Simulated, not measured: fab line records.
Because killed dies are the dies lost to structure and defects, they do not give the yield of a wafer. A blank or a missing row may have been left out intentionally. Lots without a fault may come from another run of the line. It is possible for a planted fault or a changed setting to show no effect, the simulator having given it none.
fab line records	flow n5Finfet
record: lots: 7	wafers: 39
route steps=1938 shown FIN_SAQP@120 DUMMY_GATE@237 MOL_CONTACT_COAG@610
startH: the number of hours between the record's first day and the start of the first shown wafer of the lot	waitH: hours since the lot's step before	" unchanged from the row above	L1.1+2: a row that stands for several wafers	- no value present, or no start provided	* or withheld: withheld	< > ~ a bound
route shown NAME@n: names a module that has steps shown in the file, with the first one's number in the route	usual: average and standard deviation across the fault-free wafers	same: alike in all rows	chamber/n: place in a boat	sites: the reading at each site	_std_site: standard deviation of those values	_edge_site: mean of outer sites minus mean of inner sites	radiusMm: for every site, how far away it sits from the centre of the wafer	mask NAME#n: copy n	behind: the tool/chamber that last shaped the wafer	hold: why the lot was held/for how many hours/how that ended	device: which transistor (n, p or np) failed to switch	end of line: at the end of the route, the tests of the same wafers	a step given without rows: its recipe and nothing more	killed: dies that structure and defects cost at the first sort, which is not the same as the wafer's yield	map: shows each die of a wafer: x if killed, . if not, _ if none is there
set.NAME: setting as actually run; set.NAME@STEP: the setting as run at that earlier step	model.NAME: the simulator's own value behind a step, which no gauge read
one table per step and one row per wafer, for lots whose settings were changed on purpose
== steps ==
step: N5_FIN_SAQP_MANDREL_ETCH_22
recipe: targetDepthA: 600	chemistry: HBr/Cl2	target: a-Si	stopOn: SiNx	btTimeS: 10	overEtchFrac: 0.5	timeS: 30	pressureMtorr: 10	icpW: 800	biasW: 75	HBr_flow_sccm: 150	Cl2_flow_sccm: 80	ends: endPoint
usual: oesProductAu: 0.765/0.014
lot.wafer	tool	chamber	startH	waitH	set.targetDepthA	oesProductAu	model.SOC_of_FIN_SAQP_COAT_49.thkNm
L074.1	rieSi-02	3	21.82	0.0	600	0.758	76.08
L074.2	"	0	"	"	664.5	0.708	74.38
L074.3	"	2	"	"	664.5	0.697	72.57
L074.4	"	1	"	"	600	0.775	76.17
L074.5	"	3	"	"	600	0.766	76.16
L074.6	"	2	"	"	664.5	0.703	73.22
L079.1	rieSi-01	2	51.61	0.0	625	0.753	75.29
L079.2	"	1	"	"	625	0.753	75.18
L079.3	"	0	"	"	600	0.762	76.6
L079.4	"	3	"	"	600	0.784	76.07
L079.5	"	2	"	"	625	0.761	75.1
L079.6	"	3	"	"	600	0.790	75.79
L080.1	rieSi-02	0	58.41	0.0	600	0.764	77
L080.2	"	1	"	"	600	0.766	76.43
L080.3	"	2	"	"	646.9	0.704	73.96
L080.4	"	3	"	"	646.9	0.736	74.65
L080.5	"	3	"	"	600	0.753	76.17
L080.6	"	0	"	"	646.9	0.729	74.77
L081.3	rieSi-02	2	63.91	0.0	600	0.737	75.99
L081.5	"	3	"	"	600	0.767	76.95
L081.6	"	2	"	"	600	0.739	75.88
L082.1	rieSi-02	2	70.08	0.0	600	0.745	76.51
L082.2	"	1	"	"	600	0.783	76.59
L082.3	"	3	"	"	548.5	0.803	79.15
L082.4	"	0	"	"	548.5	0.796	79.21
L082.5	"	1	"	"	548.5	0.809	78.82
L082.6	"	0	"	"	600	0.749	77.24
L088.1	rieSi-01	2	107.64	0.0	635.1	0.747	74.98
L088.2	"	1	"	"	635.1	0.732	74.81
L088.3	"	3	"	"	635.1	0.751	74.41
L088.4	"	0	"	"	600	0.766	76.61
L088.5	"	3	"	"	600	0.792	76.19
L088.6	"	0	"	"	600	0.769	76.55
L093.1	rieSi-01	0	136.66	0.0	600	0.768	76.51
L093.2	"	2	"	"	600	0.761	75.88
L093.3	"	3	"	"	600	0.759	75.51
L093.4	"	1	"	"	653.9	0.717	73.48
L093.5	"	3	"	"	653.9	0.742	73.32
L093.6	"	2	"	"	653.9	0.746	73.73
step: N5_DUMMY_GATE_ETCH_37
recipe: chemistry: N2/H2	target: SOC	targetDepthA: 600	overetchA: 300	tempC: 40	ionEnergyEv: 200	pressureMtorr: 30	sourceW: 840	biasW: 150	n2FlowSccm: 200	h2FlowSccm: 200
usual: rfVppV: 523.8/2.1
lot.wafer	tool	chamber	startH	waitH	set.sourceW	rfVppV
L074.1	rieDiel-02	2	45.91	0.0	840	526.2
L074.2	"	3	"	"	840	524.3
L074.3	"	0	"	"	774.9	535.8
L074.4	"	1	"	"	774.9	534.7
L074.5	"	1	"	"	840	522.5
L074.6	"	2	"	"	774.9	541.0
L079.1	rieDiel-04	3	74.47	0.0	840	522.5
L079.2	"	2	"	"	762.6	540.5
L079.3	"	0	"	"	762.6	538.1
L079.4	"	0	"	"	762.6	537.5
L079.5	"	2	"	"	840	524.4
L079.6	"	3	"	"	840	523.0
L080.1	rieDiel-05	3	82.89	0.0	774.4	536.2
L080.2	"	0	"	"	840	524.5
L080.3	"	2	"	"	774.4	540.1
L080.4	"	2	"	"	774.4	542.4
L080.5	"	3	"	"	840	521.1
L080.6	"	0	"	"	840	525.0
L081.3	rieDiel-04	0	87.45	0.0	840	520.5
L081.5	"	3	"	"	840	524.1
L081.6	"	2	"	"	840	523.1
L082.1	rieDiel-02	0	93.55	0.0	840	524.0
L082.2	"	1	"	"	840	520.5
L082.3	"	2	"	"	840	527.2
L082.4	"	3	"	"	840	524.4
L082.5	"	0	"	"	840	524.4
L082.6	"	3	"	"	840	524.2
L088.1	rieDiel-04	1	131.73	0.0	923.6	508.4
L088.2	"	3	"	"	840	522.0
L088.3	"	2	"	"	840	523.3
L088.4	"	0	"	"	923.6	505.5
L088.5	"	0	"	"	923.6	506.0
L088.6	"	3	"	"	840	523.3
L093.1	rieDiel-05	2	161.17	0.0	939	507.1
L093.2	"	1	"	"	840	525.4
L093.3	"	3	"	"	939	501.7
L093.4	"	0	"	"	840	524.2
L093.5	"	0	"	"	840	525.0
L093.6	"	3	"	"	939	503.2
step: N5_DUMMY_GATE_ETCH_42
recipe: chemistry: CHF3/O2	target: SiO2	targetDepthA: 35	timeS: 31	ionEnergyEv: 30	biasW: 12	pressureMtorr: 30	sourceW: 600	Ar_flow_sccm: 200	CHF3_flow_sccm: 50	O2_flow_sccm: 5
usual: rfVppV: 42.3/1
lot.wafer	tool	chamber	startH	waitH	set.biasW	rfVppV
L074.1	rieDiel-05	3	46.99	0.1	12	41.2
L074.2	"	1	"	"	11.08	38.5
L074.3	"	2	"	"	11.08	40.2
L074.4	"	1	"	"	11.08	40.0
L074.5	"	2	"	"	12	41.9
L074.6	"	3	"	"	12	43.3
L079.1	rieDiel-05	3	75.28	0.0	10.24	37.2
L079.2	"	0	"	"	12	44.9
L079.3	"	2	"	"	10.24	37.9
L079.4	"	1	"	"	12	42.3
L079.5	"	3	"	"	10.24	37.4
L079.6	"	0	"	"	12	43.0
L080.1	rieDiel-02	0	83.97	0.0	12	42.8
L080.2	"	1	"	"	14.02	47.1
L080.3	"	2	"	"	14.02	47.0
L080.4	"	3	"	"	12	40.9
L080.5	"	2	"	"	12	42.1
L080.6	"	1	"	"	14.02	48.6
L081.3	rieDiel-02	2	88.22	0.0	12	42.3
L081.5	"	2	"	"	12	42.1
L081.6	"	1	"	"	12	42.7
L082.1	rieDiel-02	2	94.52	0.2	12	42.3
L082.2	"	0	"	"	12.9	44.6
L082.3	"	3	"	"	12.9	43.8
L082.4	"	1	"	"	12	41.4
L082.5	"	2	"	"	12.9	44.9
L082.6	"	1	"	"	12	41.4
L088.1	rieDiel-05	0	132.71	0.3	12	44.9
L088.2	"	2	"	"	12	40.8
L088.3	"	1	"	"	12	40.9
L088.4	"	3	"	"	12	42.2
L088.5	"	3	"	"	12	41.3
L088.6	"	0	"	"	12	43.4
L093.1	rieDiel-02	2	161.95	0.0	12	43.0
L093.2	"	0	"	"	12	43.5
L093.3	"	1	"	"	12	42.8
L093.4	"	1	"	"	12	43.3
L093.5	"	2	"	"	12	42.3
L093.6	"	0	"	"	12	42.5
step: N5_MOL_CONTACT_COAG_ETCH_67
recipe: chemistry: N2/H2	target: SOC	targetDepthA: 600	overetchA: 210	maskMaterial: SiARC	tempC: 40	timeS: 101.2	ionEnergyEv: 200	pressureMtorr: 30	sourceW: 840	biasW: 150	n2FlowSccm: 200	h2FlowSccm: 200
usual: rfVppV: 524.3/2.6
lot.wafer	tool	chamber	startH	waitH	set.sourceW	rfVppV
L074.1	rieDiel-06	0	97.83	0.0	840	525.8
L074.2	"	3	"	"	935.2	503.6
L074.3	"	2	"	"	840	521.0
L074.4	"	1	"	"	935.2	506.3
L074.5	"	0	"	"	840	527.7
L074.6	"	3	"	"	935.2	503.7
L079.1	rieDiel-01	3	125.62	0.0	792.3	538.3
L079.2	"	0	"	"	792.3	534.1
L079.3	"	2	"	"	792.3	536.7
L079.4	"	1	"	"	840	524.1
L079.5	"	0	"	"	840	524.2
L079.6	"	1	"	"	840	523.0
L080.1	rieDiel-03	1	138.82	0.0	840	522.1
L080.2	"	2	"	"	987.8	493.7
L080.3	"	0	"	"	987.8	497.4
L080.4	"	3	"	"	840	524.3
L080.5	"	0	"	"	987.8	498.2
L080.6	"	1	"	"	840	521.3
L081.3	rieDiel-06	1	142.09	0.0	840	525.2
L081.5	"	2	"	"	840	523.2
L081.6	"	3	"	"	840	522.3
L082.1	rieDiel-01	3	148.17	0.0	840	528.2
L082.2	"	0	"	"	747.4	543.3
L082.3	"	2	"	"	840	525.9
L082.4	"	3	"	"	747.4	548.4
L082.5	"	0	"	"	747.4	542.9
L082.6	"	2	"	"	840	527.5
L088.1	rieDiel-01	0	191.19	0.0	988.8	495.3
L088.2	"	2	"	"	988.8	500.8
L088.3	"	3	"	"	840	527.9
L088.4	"	1	"	"	988.8	495.3
L088.5	"	0	"	"	840	523.5
L088.6	"	3	"	"	840	529.3
L093.1	rieDiel-03	0	212.83	0.0	840	525.9
L093.2	"	1	"	"	904.9	509.7
L093.3	"	3	"	"	840	525.0
L093.4	"	2	"	"	904.9	508.6
L093.5	"	2	"	"	840	518.7
L093.6	"	3	"	"	904.9	511.9
== key ==
split: step: N5_FIN_SAQP_MANDREL_ETCH_22	setting: targetDepthA	stated: 600	by: wafer
response: step: N5_FIN_SAQP_MANDREL_ETCH_22	reading: oesProductAu	change: -0.00494	per: 1%	r: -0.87
response: step: N5_FIN_SAQP_MANDREL_ETCH_22	reading: model.SOC_of_FIN_SAQP_COAT_49.thkNm	change: -0.265	per: 1%	r: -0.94
split: step: N5_DUMMY_GATE_ETCH_37	setting: sourceW	stated: 840	by: wafer
response: step: N5_DUMMY_GATE_ETCH_37	reading: rfVppV	change: -1.74	per: 1%	r: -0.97
split: step: N5_DUMMY_GATE_ETCH_42	setting: biasW	stated: 12	by: wafer
response: step: N5_DUMMY_GATE_ETCH_42	reading: rfVppV	change: +0.361	per: 1%	r: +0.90
split: step: N5_MOL_CONTACT_COAG_ETCH_67	setting: sourceW	stated: 840	by: wafer
response: step: N5_MOL_CONTACT_COAG_ETCH_67	reading: rfVppV	change: -1.64	per: 1%	r: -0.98
